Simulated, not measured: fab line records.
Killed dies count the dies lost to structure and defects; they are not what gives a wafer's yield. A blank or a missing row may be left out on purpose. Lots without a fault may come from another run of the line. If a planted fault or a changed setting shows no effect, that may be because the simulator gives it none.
fab line records | flow n5Finfet
[record] lots = 10 wafers = 30 lastDay = 17
route steps=1938 shown MIM_BOT_LITHO@1862 PASS1_CAP@1873 TV_OPEN@1888 PAD_METAL@1896 PASSIVATION@1936
lots with no fault: from the same line, run without faults
startH: hours from the record's first day to the start of the lot's first wafer shown | waitH: hours elapsed since this lot's preceding step | " same as the row above | L1.1+2: several wafers, shown together as one row | - value missing, or start not given | * or withheld: withheld | < > ~ a bound
route shown NAME@n: a module of which the file shows steps, and the number in the route of the first | usual: mean/standard deviation of fault-free wafers | same: alike in all rows | chamber/n: place in a boat | sites: each site's reading | _std_site: standard deviation of those values | _edge_site: mean of outer sites minus mean of inner sites | radiusMm: how far each site lies from the wafer's centre | mask NAME#n: copy n | behind: the last tool/chamber to shape the wafer | hold: why the lot went on hold/how many hours it stayed there/how the hold came to an end | device: transistor that didn't switch, given as n, p or np | end of line: tests of these same wafers at the route's end | a step with no rows: only its recipe | killed: dies lost to structure and defects at the first sort, not the wafer's yield | map: dies across one wafer; x = killed, . = not, _ = none there
set.NAME: setting as actually run; set.NAME@STEP: the setting as run at that earlier step | model.NAME: the simulator's own value behind a step, which no gauge read
one table for each step of the route and one row for each wafer, over a sample of lots
services: a tool's chamber out of use, with start hour (startH, from the record's first day; less than 0 if before it), hours out, and reason
[[steps]]
[step N5_MIM_BOT_LITHO_CD_MEAS_08]
[recipe] targetCdNm = 3000 landingEnergyEv = 500 detector = seInlens polarity = opening
[usual] cdNm = 3000.1/2.1
// columns lot.wafer tool chamber startH waitH cdNm
L986.2 cdSem-03 0 252.86 - 3000.8
L986.5 " 0 " " 2998.4
L986.6 " 0 " " 3002.2
L990.1 cdSem-02 0 282.97 - 2999.6
L990.3 " 0 " " 3001.6
L990.5 " 0 " " 2998.3
L992.1 cdSem-01 0 302.61 - 3003.9
L992.2 " 0 " " 3001.4
L992.6 " 0 " " 3002.7
L994.1 cdSem-02 0 308.27 - 3000.7
L994.3 " 0 " " 2999.8
L994.6 " 0 " " 3002.4
L993.3 cdSem-02 0 308.46 - 2995.2
L993.5 " 0 " " 2995.6
L993.6 " 0 " " 2995.8
L101.1 cdSem-01 0 356.08 - 2999.2
L101.2 " 0 " " 3003.4
L101.6 " 0 " " 3000.4
L999.1 cdSem-03 0 356.14 - 2997.3
L999.3 " 0 " " 2998.0
L999.4 " 0 " " 2997.2
L102.1 cdSem-01 0 357.71 - 3001.2
L102.3 " 0 " " 3001.5
L102.6 " 0 " " 3000.1
L106.3 cdSem-03 0 385.75 - 3002.3
L106.5 " 0 " " 3003.1
L106.6 " 0 " " 3004.7
L109.3 cdSem-03 0 401.52 - 2999.9
L109.4 " 0 " " 2999.3
L109.5 " 0 " " 2999.8
[step N5_MIM_BOT_LITHO_DESCUM_10]
[recipe] chemistry = O2 timeS = 7.9 sourcePowerW = 50 biasPowerW = 20 pressureMtorr = 20 rfFrequencyHz = 2.712e+07 tempC = 40 o2FlowSccm = 225
[usual] drypumpMotorCurrentA = 5.6/0.43 oesProductAu = 0.81/0.079 rfVppV = 243.4/1.3 showerheadPlenumPTorr = 2.10/0.06 throttleValvePct = 20.42/0.24
// columns lot.wafer tool chamber startH waitH drypumpMotorCurrentA oesProductAu rfHoursCounterH rfVppV showerheadPlenumPTorr throttleValvePct
L986.2 rieDiel-02 0 253.51 0.6 5.2 0.88 51 243.4 2.04 20.36
L986.5 " 3 " " 5.1 0.80 - 244.8 2.12 20.49
L986.6 " 2 " " 5.7 0.83 - 242.9 2.05 20.61
L990.1 rieDiel-02 3 283.06 0.0 5.1 0.78 97 243.4 2.12 20.48
L990.3 " 0 " " 5.2 0.86 62 242.2 2.03 20.36
L990.5 " 1 " " 6.2 0.71 - 243.4 2.07 20.50
L992.1 rieDiel-03 1 302.73 0.1 6.2 0.92 15 244.2 2.06 20.71
L992.2 " 3 " " 6.2 0.79 129 245.3 2.11 20.42
L992.6 " 0 " " 5.4 0.95 - 245.3 2.21 20.06
L994.1 rieDiel-03 3 308.36 0.0 6.2 0.79 131 244.2 2.11 20.42
L994.3 " 0 " " 5.4 0.94 26 245.5 2.21 20.05
L994.6 " 2 " " 5.5 0.72 - 244.4 2.15 20.45
L993.3 rieDiel-03 2 308.54 0.0 5.5 0.73 184 243.4 2.15 20.47
L993.5 " 2 " " 5.5 0.73 - 244.8 2.15 20.45
L993.6 " 1 " " 6.2 0.91 - 241.6 2.06 20.72
L101.1 rieDiel-02 0 356.17 0.0 5.2 0.82 88 242.9 2.03 20.40
L101.2 " 1 " " 6.2 0.70 191 243.8 2.06 20.51
L101.6 " 1 " " 6.2 0.70 - 243.0 2.06 20.54
L999.1 rieDiel-06 3 356.23 0.0 4.9 0.84 71 244.3 2.02 20.58
L999.3 " 0 " " 5.8 0.92 13 242.8 2.06 19.99
L999.4 " 2 " " 5.4 0.83 - 245.9 2.19 19.99
L102.1 rieDiel-06 2 357.80 0.0 5.4 0.83 82 244.7 2.19 20.00
L102.3 " 3 " " 4.9 0.84 71 242.7 2.02 20.58
L102.6 " 2 " " 5.4 0.83 - 244.8 2.19 20.02
L106.3 rieDiel-03 0 385.91 0.1 5.4 0.90 60 244.5 2.20 20.10
L106.5 " 3 " " 6.2 0.77 - 242.8 2.10 20.47
L106.6 " 0 " " 5.4 0.89 - 245.4 2.20 20.11
L109.3 rieDiel-02 3 401.61 0.0 5.1 0.74 137 243.0 2.10 20.55
L109.4 " 0 " " 5.2 0.81 100 242.4 2.02 20.42
L109.5 " 3 " " 5.1 0.74 - 242.6 2.10 20.55
[step N5_PASSIVATION_PECVD_55]
[recipe] material = SiO2 targetThkA = 4000 tempC = 400 precursor = SiH4/N2O pressureTorr = 2.7 rfW = 608 timeS = 22.5
[usual] heaterPowerW = 685/87 showerheadPlenumPTorr = 8.13/0.12 susceptorTempC = 400.00/0.2 throttleValvePct = 50.4/2.8
// columns lot.wafer tool chamber startH waitH heaterPowerW showerheadPlenumPTorr susceptorTempC throttleValvePct
L986.2 pecvd-01 1 254.56 0.0 650 8.25 399.60 49.2
L986.5 " 2 " " 753 7.95 400.01 47.3
L986.6 " 1 " " 650 8.26 399.80 49.0
L990.1 pecvd-02 2 284.02 0.0 592 8.27 399.67 48.5
L990.3 " 1 " " 775 8.06 399.83 51.0
L990.5 " 1 " " 613 8.00 399.97 51.3
L992.1 pecvd-03 1 303.64 0.0 595 8.24 400.28 51.1
L992.2 " 0 " " 685 8.06 399.96 51.5
L992.6 " 0 " " 663 8.05 399.96 51.5
L994.1 pecvd-02 1 309.25 0.0 734 8.02 400.03 51.1
L994.3 " 0 " " 541 7.99 399.83 50.6
L994.6 " 0 " " 589 8.03 400.12 50.7
L993.3 pecvd-01 2 309.46 0.0 784 7.93 399.97 47.8
L993.5 " 0 " " 625 8.14 400.28 55.5
L993.6 " 1 " " 701 8.26 400.21 49.5
L101.1 pecvd-01 1 357.05 0.0 634 8.24 400.03 49.3
L101.2 " 0 " " 678 8.14 400.21 55.5
L101.6 " 2 " " 826 7.96 400.12 48.3
L999.1 pecvd-01 0 357.32 0.0 608 8.15 - 55.3
L999.3 " 2 " " 816 7.95 399.76 48.0
L999.4 " 2 " " 833 7.94 - 48.3
L102.1 pecvd-01 1 358.69 0.0 707 8.27 - 49.1
L102.3 " 0 " " 581 8.11 400.11 55.7
L102.6 " 1 " " 733 8.25 400.01 49.2
L106.3 pecvd-02 2 386.80 0.0 534 8.27 399.88 48.9
L106.5 " 1 " " 629 8.03 399.97 51.1
L106.6 " 0 " " 671 8.01 399.55 50.9
L109.3 pecvd-03 2 402.52 0.0 843 8.21 400.13 46.1
L109.4 " 2 " " 858 8.22 400.26 46.4
L109.5 " 1 " " 607 8.23 400.03 51.4
[step N5_PASSIVATION_VIA_ETCH_13]
[recipe] chemistry = CHF3/O2 target = SiO2 targetDepthA = 6600 CHF3_flow_sccm = 50 O2_flow_sccm = 5 Ar_flow_sccm = 200 timeS = 330 maskMaterial = PR pressureMtorr = 30 sourceW = 650 biasW = 170 ionEnergyEv = 200 ends = cleared
[usual] drypumpMotorCurrentA = 5.8/0.42 etchRfOnTimeS = 236/3.7 oesProductAu = 0.69/0.079 rfVppV = 524/12 showerheadPlenumPTorr = 2.41/0.084 throttleValvePct = 18.84/0.22
// columns lot.wafer tool chamber startH waitH drypumpMotorCurrentA etchRfOnTimeS oesProductAu rfHoursCounterH rfVppV showerheadPlenumPTorr throttleValvePct
L986.2 rieDiel-01 3 255.35 0.0 5.5 231 0.62 231 546 2.48 18.96
L986.5 " 2 " " 5.5 238 0.61 - 524 2.49 19.10
L986.6 " 1 " " 5.6 235 0.63 - 523 2.38 19.03
L990.1 rieDiel-01 1 284.66 0.0 5.6 240 0.63 216 522 2.37 19.03
L990.3 " 3 " " 5.5 236 0.61 239 546 2.48 18.97
L990.5 " 3 " " 5.5 240 0.62 - 544 2.48 18.98
L992.1 rieDiel-01 1 306.01 0.0 5.6 241 0.62 225 521 2.37 19.04
L992.2 " 0 " " 5.2 230 0.81 40 527 2.45 18.54
L992.6 " 1 " " 5.6 237 0.62 - 521 2.37 19.06
L993.3 rieDiel-01 0 310.86 0.0 5.3 232 0.81 41 527 2.45 18.52
L993.5 " 3 " " 5.5 238 0.62 - 545 2.47 19.00
L993.6 " 2 " " 5.5 236 0.88 - 525 2.48 18.78
L994.1 rieDiel-04 1 310.90 0.0 6.5 237 0.63 214 516 2.38 18.78
L994.3 " 2 " " 5.6 227 0.66 177 525 2.40 18.57
L994.6 " 0 " " 6.6 234 0.71 - 528 2.52 19.16
L101.1 rieDiel-04 0 360.64 0.0 6.6 234 0.69 157 527 2.52 19.19
L101.2 " 2 " " 5.6 231 0.65 192 525 2.39 18.58
L101.6 " 1 " " 6.5 237 0.61 - 517 2.37 18.81
L102.1 rieDiel-01 0 361.55 0.0 5.3 212 0.78 58 525 2.44 18.55
L102.3 " 1 " " 5.6 243 0.60 244 520 2.36 19.08
L102.6 " 1 " " 5.6 239 0.61 - 520 2.36 19.08
L999.1 rieDiel-04 0 361.57 0.0 6.6 206 0.69 157 527 2.52 19.20
L999.3 " 3 " " 5.4 232 0.73 114 510 2.33 18.77
L999.4 " 2 " " 5.6 211 0.65 193 525 2.39 18.58
L106.3 rieDiel-05 0 389.73 0.0 6.0 241 0.81 18 551 2.56 18.70
L106.5 " 2 " " 5.6 237 0.72 - 520 2.44 18.60
L106.6 " 3 " " 5.5 244 0.62 - 516 2.29 18.93
L109.3 rieDiel-05 1 403.41 0.0 5.8 235 0.66 154 499 2.23 19.16
L109.4 " 2 " " 5.5 235 0.71 - 518 2.43 18.61
L109.5 " 0 " " 6.0 245 0.79 - 553 2.55 18.70
[step N5_PASSIVATION_AL_DEP_21]
[recipe] material = Al targetThkA = 28000 tempC = 400 timeS = 170 powerW = 30000 chamberPressurePa = 0.4 gas = Ar
[usual] susceptorTempC = 399.98/0.21 throttleValvePct = 30.1/0.95
// columns lot.wafer tool chamber startH waitH susceptorTempC throttleValvePct
L986.2 pvdSputter-01 - 257.27 0.1 399.60 30.4
L986.5 " - " " 399.90 33.0
L986.6 " - " " 399.93 30.7
L990.1 pvdSputter-02 - 285.66 0.1 400.22 29.0
L990.3 " - " " 400.27 30.2
L990.5 " - " " 399.88 30.2
L992.1 pvdSputter-02 - 306.92 0.1 400.02 29.1
L992.2 " - " " 399.76 29.9
L992.6 " - " " 399.63 29.1
L993.3 pvdSputter-01 - 312.00 0.1 399.85 30.2
L993.5 " - " " 400.21 30.8
L993.6 " - " " 400.06 32.9
L994.1 pvdSputter-03 - 312.08 0.1 399.82 30.2
L994.3 " - " " 400.43 29.7
L994.6 " - " " 400.32 29.6
L101.1 pvdSputter-01 - 361.42 0.1 399.93 31.1
L101.2 " - " " 400.03 33.0
L101.6 " - " " 400.07 30.4
L102.1 pvdSputter-01 - 362.15 0.1 400.10 30.7
L102.3 " - " " 399.97 32.8
L102.6 " - " " 399.89 30.4
L999.1 pvdSputter-02 - 362.18 0.1 399.79 29.1
L999.3 " - " " 400.30 30.1
L999.4 " - " " 399.97 29.3
L106.3 pvdSputter-02 - 392.68 0.1 400.13 30.1
L106.5 " - " " 400.19 30.1
L106.6 " - " " 399.92 29.2
L109.3 pvdSputter-03 - 404.47 0.1 399.91 29.3
L109.4 " - " " 399.61 30.4
L109.5 " - " " 399.83 30.1
[step N5_PASSIVATION_PROBE_49]
[usual] defectLimitedYield = 91.0/1.4 killed_at_M0_to_M3 = 35/10 killed_at_M4_up = 13/6 killedAtContacts = 13/6.4 killedAtFrontEnd = 42/12 killedAtOther = 3.2/2.4 killedDies = 107/17 killedOpen = 69/13 killedShort = 33/7.3 sort_bin_5_function = 5.3/0.92 sort_bin_6_memory = 3.3/0.66 sortNPass = 1073/17 sortYieldPct = 90.9/1.4
[same] grossDies = 1180 killedAtBackSide = 0 sort_bin_4_leakage[%] = 0 sort_bin_8_speed[%] = 0
// columns lot.wafer tool chamber startH waitH defectLimitedYield[%] killed_at_M0_to_M3 killed_at_M4_up killedAtContacts killedAtFrontEnd killedAtOther killedDies killedOpen killedShort sort_bin_5_function[%] sort_bin_6_memory[%] sortNPass sortYieldPct[%]
L986.2 prober-02 - 265.21 0.1 90.7 33 10 18 46 3 110 67 38 5.2 3.6 1070 90.7
L986.5 prober-02 - 265.36 0.2 91.1 25 13 20 43 4 105 71 29 4.7 3.5 1075 91.1
L986.6 prober-02 - 265.41 0.3 88.6 27 12 20 74 2 135 75 57 6.8 4.3 1045 88.6
L990.1 prober-02 - 291.53 0.0 93.1 18 13 4 44 2 81 46 33 4.2 2.5 1099 93.1
L990.3 prober-02 - 291.63 0.1 91.4 11 11 29 47 4 102 60 34 4.8 3.2 1078 91.4
L990.5 prober-02 - 291.73 0.2 93.2 21 17 8 31 3 80 52 24 4.5 1.9 1100 93.2
L992.1 prober-01 - 312.41 0.0 89.7 36 17 8 56 5 122 65 47 5.3 4.1 1058 89.7
L992.2 prober-01 - 312.46 0.1 89.8 39 24 8 48 1 120 71 42 5.8 3.7 1060 89.8
L992.6 prober-01 - 312.66 0.3 89.7 34 14 17 50 6 121 66 45 5.9 3.6 1059 89.7
L993.3 prober-02 - 317.78 0.1 89.0 46 12 10 57 5 130 81 35 6.2 4.1 1050 89.0
L993.5 prober-02 - 317.88 0.2 92.3 41 7 9 32 2 91 46 41 4.0 3.2 1089 92.3
L993.6 prober-02 - 317.93 0.3 93.1 26 17 6 28 4 81 47 25 4.4 2.1 1099 93.1
L994.1 prober-01 - 318.02 0.0 91.8 22 11 19 38 7 97 63 27 5.1 2.8 1083 91.8
L994.3 prober-01 - 318.12 0.1 87.9 43 21 20 49 10 143 95 39 6.5 5.3 1037 87.9
L994.6 prober-01 - 318.27 0.3 92.4 38 18 7 26 1 90 56 33 4.7 2.6 1090 92.4
L101.1 prober-01 - 366.99 0.0 90.5 26 17 7 58 4 112 75 34 6.6 2.5 1068 90.5
L101.2 prober-01 - 367.04 0.1 90.2 21 24 13 57 1 116 78 35 5.8 3.9 1064 90.2
L101.6 prober-01 - 367.24 0.3 89.1 36 14 12 64 3 129 87 31 5.8 4.4 1051 89.1
L102.1 prober-01 - 368.96 0.0 89.6 27 17 16 57 6 123 73 38 5.2 3.8 1057 89.6
L102.3 prober-01 - 369.06 0.1 92.0 37 23 10 21 3 94 64 27 4.5 3.3 1086 92.0
L102.6 prober-01 - 369.21 0.3 91.3 35 9 15 36 8 103 73 28 5.6 3.1 1077 91.3
L999.1 prober-02 - 369.26 0.3 88.9 29 30 19 51 2 131 83 44 6.5 4.1 1049 88.9
L999.3 prober-02 - 369.36 0.4 90.9 49 26 12 18 2 107 76 29 5.8 3.1 1073 90.9
L999.4 prober-02 - 369.41 0.5 91.1 26 28 11 33 7 105 80 21 6.3 2.5 1075 91.1
L106.3 prober-01 - 398.37 0.1 90.6 52 8 10 37 4 111 70 39 5.6 3.4 1069 90.6
L106.5 prober-01 - 398.47 0.2 93.1 31 15 10 18 7 81 50 31 3.6 2.8 1099 93.1
L106.6 prober-01 - 398.52 0.3 89.7 49 16 8 44 4 121 90 26 5.5 4.4 1059 89.7
L109.3 prober-01 - 411.02 0.1 91.6 35 8 12 43 1 99 66 28 4.4 3.6 1081 91.6
L109.4 prober-01 - 411.07 0.2 91.9 33 6 8 48 1 96 66 27 5.0 2.5 1084 91.9
L109.5 prober-01 - 411.12 0.2 90.3 32 2 22 52 6 114 76 35 6.4 3.1 1066 90.3
// killed by level:class
L986.2 MOL_CONTACT_COAG:geometricParticle:open=18 GATE_CUT:geometricParticle:short=7 BEOL_M0_SAQP:geometricParticle:short=7 BEOL_M2:geometricParticle:open=7 ILD0:geometricParticle:open=6 GATE_CUT:geometricParticle:open=6 FIN_SAQP:geometricParticle:short=5 BEOL_M4:geometricParticle:open=5
L986.5 MOL_CONTACT_COAG:geometricParticle:open=15 STI_FIN_REVEAL:geometricParticle:open=7 DUMMY_GATE:geometricParticle:open=6 BEOL_M1:geometricParticle:open=6 FIN_SAQP:geometricParticle:short=5 FIN_SAQP:geometricParticle:open=5 GATE_CUT:geometricParticle:short=5 GATE_CUT:geometricParticle:open=5
L986.6 FIN_SAQP:geometricParticle:short=15 MOL_CONTACT_COAG:geometricParticle:open=13 STI_FIN_REVEAL:geometricParticle:open=11 GATE_CUT:geometricParticle:open=9 GATE_CUT:geometricParticle:short=9 STARTING-WAFER:geometricParticle:short=8 MOL_CONTACT_COAG:geometricParticle:short=7 BEOL_M0_SAQP:geometricParticle:short=7
L990.1 FIN_SAQP:geometricParticle:short=15 FIN_SAQP:geometricParticle:open=8 STI_FIN_REVEAL:geometricParticle:open=7 MOL_CONTACT_COAG:geometricParticle:open=4 BEOL_M4:geometricParticle:open=4 BEOL_M0_SAQP:geometricParticle:short=3 BEOL_M0:geometricParticle:open=3 BEOL_M1:geometricParticle:short=3
L990.3 MOL_CONTACT_COAG:geometricParticle:open=25 FIN_SAQP:geometricParticle:short=11 FIN_SAQP:geometricParticle:open=6 STI_FIN_REVEAL:geometricParticle:open=4 PASS1_CAP:geometricParticle:short=4 STARTING-WAFER:geometricParticle:short=4 ILD0:geometricParticle:open=3 GATE_CUT:geometricParticle:open=3
L990.5 MOL_CONTACT_COAG:geometricParticle:open=7 FIN_SAQP:geometricParticle:short=6 FIN_SAQP:geometricParticle:open=5 STI_FIN_REVEAL:geometricParticle:open=5 BEOL_M3:geometricParticle:open=5 BEOL_M1:geometricParticle:open=4 GATE_CUT:geometricParticle:short=4 BEOL_M2:geometricParticle:open=4
L992.1 FIN_SAQP:geometricParticle:open=17 FIN_SAQP:geometricParticle:short=15 BEOL_M3:geometricParticle:open=13 BEOL_M0_SAQP:geometricParticle:short=9 MOL_CONTACT_COAG:geometricParticle:open=7 STARTING-WAFER:geometricParticle:short=6 BEOL_M3:geometricParticle:short=5 BEOL_M4:geometricParticle:open=5
L992.2 FIN_SAQP:geometricParticle:open=10 BEOL_M0_SAQP:geometricParticle:short=10 BEOL_M3:geometricParticle:open=9 FIN_SAQP:geometricParticle:short=8 BEOL_M4:geometricParticle:open=8 BEOL_M0_SAQP:geometricParticle:open=6 BEOL_M3:geometricParticle:short=6 STI_FIN_REVEAL:geometricParticle:open=5
L992.6 FIN_SAQP:geometricParticle:open=13 BEOL_M3:geometricParticle:open=11 FIN_SAQP:geometricParticle:short=10 MOL_CONTACT_COAG:geometricParticle:open=10 STARTING-WAFER:geometricParticle:short=5 GATE_CUT:geometricParticle:short=5 MOL_CONTACT_COAG:geometricParticle:short=5 BEOL_M0_SAQP:geometricParticle:short=4
L993.3 STI_FIN_REVEAL:geometricParticle:open=20 BEOL_M0_SAQP:geometricParticle:open=13 BEOL_M0_SAQP:geometricParticle:short=10 BEOL_M2:geometricParticle:open=9 MOL_CONTACT_COAG:geometricParticle:open=9 DUMMY_GATE:geometricParticle:open=8 FIN_SAQP:geometricParticle:open=7 HKMG_FIN:areaEtch=6
L993.5 BEOL_M0_SAQP:geometricParticle:short=14 STI_FIN_REVEAL:geometricParticle:open=10 BEOL_M0_SAQP:geometricParticle:open=7 BEOL_M1:geometricParticle:open=7 MOL_CONTACT_COAG:geometricParticle:open=6 BEOL_M2:geometricParticle:open=6 STARTING-WAFER:geometricParticle:short=6 GATE_CUT:geometricParticle:short=3
L993.6 BEOL_M2:geometricParticle:open=7 DUMMY_GATE:geometricParticle:open=5 MOL_CONTACT_COAG:geometricParticle:open=5 BEOL_M0_SAQP:geometricParticle:open=4 BEOL_M0_SAQP:geometricParticle:short=4 BEOL_M4:geometricParticle:open=4 STARTING-WAFER:geometricParticle:open=4 FIN_SAQP:geometricParticle:short=3
L994.1 FIN_SAQP:geometricParticle:open=18 MOL_CONTACT_COAG:geometricParticle:open=14 FIN_SAQP:geometricParticle:short=6 BEOL_M3:geometricParticle:open=6 STI_FIN_REVEAL:geometricParticle:open=4 BEOL_M0_SAQP:geometricParticle:short=4 STARTING-WAFER:geometricParticle:short=4 MOL_CONTACT_COAG:geometricParticle:short=3
L994.3 FIN_SAQP:geometricParticle:open=13 MOL_CONTACT_COAG:geometricParticle:open=13 FIN_SAQP:geometricParticle:short=11 BEOL_M1:geometricParticle:open=9 BEOL_M4:geometricParticle:open=8 BEOL_M0:geometricParticle:open=6 BEOL_M2:geometricParticle:open=6 BEOL_M0_SAQP:geometricParticle:short=5
L994.6 BEOL_M0_SAQP:geometricParticle:short=11 BEOL_M0_SAQP:geometricParticle:open=8 BEOL_M3:geometricParticle:open=8 GATE_CUT:geometricParticle:open=6 MOL_CONTACT_COAG:geometricParticle:open=6 BEOL_M5:geometricParticle:open=5 BEOL_M4:geometricParticle:open=4 FIN_SAQP:geometricParticle:short=3
L101.1 FIN_SAQP:geometricParticle:open=21 FIN_SAQP:geometricParticle:short=10 STI_FIN_REVEAL:geometricParticle:open=8 GATE_CUT:geometricParticle:short=7 BEOL_M4:geometricParticle:open=7 BEOL_M0_SAQP:geometricParticle:open=6 BEOL_M0_SAQP:geometricParticle:short=6 MOL_CONTACT_COAG:geometricParticle:open=5
L101.2 BEOL_M4:geometricParticle:open=17 FIN_SAQP:geometricParticle:short=14 FIN_SAQP:geometricParticle:open=11 MOL_CONTACT_COAG:geometricParticle:open=10 STI_FIN_REVEAL:geometricParticle:open=10 GATE_CUT:geometricParticle:short=7 BEOL_M0_SAQP:geometricParticle:open=6 BEOL_M0_SAQP:geometricParticle:short=5
L101.6 FIN_SAQP:geometricParticle:open=29 MOL_CONTACT_COAG:geometricParticle:open=11 BEOL_M0_SAQP:geometricParticle:short=10 BEOL_M4:geometricParticle:open=9 STI_FIN_REVEAL:geometricParticle:open=8 FIN_SAQP:geometricParticle:short=7 BEOL_M0_SAQP:geometricParticle:open=6 BEOL_M3:geometricParticle:open=6
L102.1 MOL_CONTACT_COAG:geometricParticle:open=13 GATE_CUT:geometricParticle:short=11 HKMG_FIN:areaEtch=10 FIN_SAQP:geometricParticle:open=7 BEOL_M3:geometricParticle:open=7 FIN_SAQP:geometricParticle:short=6 STI_FIN_REVEAL:geometricParticle:open=5 BEOL_M1:geometricParticle:open=5
L102.3 BEOL_M2:geometricParticle:open=9 MOL_CONTACT_COAG:geometricParticle:open=8 BEOL_M3:geometricParticle:open=6 BEOL_M4:geometricParticle:open=6 ILD0:geometricParticle:open=5 BEOL_M0_SAQP:geometricParticle:short=5 BEOL_M6:geometricParticle:open=5 BEOL_M0:geometricParticle:short=4
L102.6 BEOL_M0_SAQP:geometricParticle:open=9 MOL_CONTACT_COAG:geometricParticle:open=8 BEOL_M2:geometricParticle:open=8 STI_FIN_REVEAL:geometricParticle:open=7 FIN_SAQP:geometricParticle:open=6 MOL_CONTACT_COAG:geometricParticle:short=6 BEOL_M3:geometricParticle:open=6 BEOL_M1:geometricParticle:open=5
L999.1 STI_FIN_REVEAL:geometricParticle:open=14 MOL_CONTACT_COAG:geometricParticle:open=14 BEOL_M4:geometricParticle:open=13 FIN_SAQP:geometricParticle:short=9 STI_FIN_REVEAL:geometricParticle:short=8 FIN_SAQP:geometricParticle:open=8 BEOL_M3:geometricParticle:open=7 BEOL_M2:geometricParticle:open=6
L999.3 BEOL_M0_SAQP:geometricParticle:open=12 MOL_CONTACT_COAG:geometricParticle:open=11 BEOL_M3:geometricParticle:open=11 BEOL_M4:geometricParticle:open=9 BEOL_M0_SAQP:geometricParticle:short=8 BEOL_M2:geometricParticle:open=7 BEOL_M5:geometricParticle:open=7 BEOL_M1:geometricParticle:open=6
L999.4 STI_FIN_REVEAL:geometricParticle:open=13 BEOL_M4:geometricParticle:open=13 BEOL_M3:geometricParticle:open=8 MOL_CONTACT_COAG:geometricParticle:open=7 BEOL_M2:geometricParticle:open=7 BEOL_M1:geometricParticle:open=5 GATE_CUT:geometricParticle:open=5 BEOL_M7:geometricParticle:open=4
L106.3 BEOL_M2:geometricParticle:open=17 FIN_SAQP:geometricParticle:short=10 BEOL_M0_SAQP:geometricParticle:open=9 STI_FIN_REVEAL:geometricParticle:open=9 BEOL_M1:geometricParticle:open=9 MOL_CONTACT_COAG:geometricParticle:open=7 BEOL_M1:geometricParticle:short=6 BEOL_M2:geometricParticle:short=6
L106.5 BEOL_M1:geometricParticle:open=11 MOL_CONTACT_COAG:geometricParticle:open=10 BEOL_M2:geometricParticle:open=6 BEOL_M4:geometricParticle:short=6 BEOL_M3:geometricParticle:open=5 BEOL_M0_SAQP:geometricParticle:short=4 FIN_SAQP:geometricParticle:short=3 DUMMY_GATE:geometricParticle:short=3
L106.6 BEOL_M1:geometricParticle:open=18 BEOL_M2:geometricParticle:open=16 STI_FIN_REVEAL:geometricParticle:open=14 FIN_SAQP:geometricParticle:open=7 MOL_CONTACT_COAG:geometricParticle:open=7 BEOL_M0_SAQP:geometricParticle:open=5 FIN_SAQP:geometricParticle:short=4 DUMMY_GATE:geometricParticle:open=4
L109.3 FIN_SAQP:geometricParticle:open=16 BEOL_M1:geometricParticle:open=12 MOL_CONTACT_COAG:geometricParticle:open=10 GATE_CUT:geometricParticle:short=5 BEOL_M0_SAQP:geometricParticle:open=5 BEOL_M0_SAQP:geometricParticle:short=5 STI_FIN_REVEAL:geometricParticle:open=4 DUMMY_GATE:geometricParticle:open=3
L109.4 STI_FIN_REVEAL:geometricParticle:open=10 BEOL_M0_SAQP:geometricParticle:open=9 FIN_SAQP:geometricParticle:open=8 BEOL_M1:geometricParticle:open=7 BEOL_M3:geometricParticle:open=7 ILD0:geometricParticle:open=5 BEOL_M0_SAQP:geometricParticle:short=5 FIN_SAQP:geometricParticle:short=4
L109.5 STI_FIN_REVEAL:geometricParticle:open=20 MOL_CONTACT_COAG:geometricParticle:open=17 BEOL_M0_SAQP:geometricParticle:short=9 FIN_SAQP:geometricParticle:short=6 BEOL_M0_SAQP:geometricParticle:open=6 BEOL_M3:geometricParticle:open=6 MOL_CONTACT_COAG:geometricParticle:short=5 STARTING-WAFER:geometricParticle:open=5
[[services]]
// columns tool chamber startH hours kind
pecvd-03 - 237.63 2.8 pm
pecvd-03 - 242.42 0.2 repair
rieDiel-06 - 246.45 15.6 pm
pecvd-01 - 249.04 1.0 repair
rieDiel-05 2 262.35 13.6 repair
rieDiel-03 1 272.43 3.8 repair
rieDiel-05 - 292.60 0.7 repair
pecvd-01 - 292.99 1.4 repair
pecvd-02 - 318.85 1.7 repair
pecvd-01 2 323.79 6.3 repair
rieDiel-06 1 325.72 3.3 repair
rieDiel-05 1 328.40 64.7 repair
rieDiel-01 3 333.67 1.7 repair
rieDiel-06 0 334.10 3.4 repair
pecvd-02 2 335.57 3.3 repair
rieDiel-01 - 342.24 0.3 repair
rieDiel-01 - 354.16 0.9 repair
rieDiel-03 1 356.01 2.6 repair
rieDiel-03 1 368.38 5.3 repair
rieDiel-01 0 371.81 12.2 repair
rieDiel-03 2 373.09 17.8 repair
rieDiel-02 0 379.52 4.8 repair
rieDiel-02 - 379.68 0.7 repair
pvdSputter-01 - 391.65 2.4 repair
[[key]]
[firstSign] step = N5_PASSIVATION_VIA_ETCH_13 reading = etchRfOnTimeS direction = down sigmas = 7.1 usual = * struck = *
effect none on later readings
metAt N5_PASSIVATION_PECVD_55
struckLots L999,L102
struckWafers L999.1,L999.4,L102.1
[baselineLoss] step = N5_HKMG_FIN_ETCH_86 wafers = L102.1
notActingAt N5_MIM_BOT_LITHO_CD_MEAS_08,N5_MIM_BOT_LITHO_DESCUM_10,N5_PASSIVATION_AL_DEP_21
onsetBetween 357.05 357.32
[fault] kind = processParameterDrift tool = pecvd-01 chamber = - onsetH = 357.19 steps = N5_PASSIVATION_PECVD_55 channel = timeS offset = * shape = step endH = 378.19 scope = struckWafersOnly actsIn = * stated = *
// baselineLoss: these wafers lose ten dies or more at that step, a loss of the line's own and not of a fault; the sort's usual values leave them out
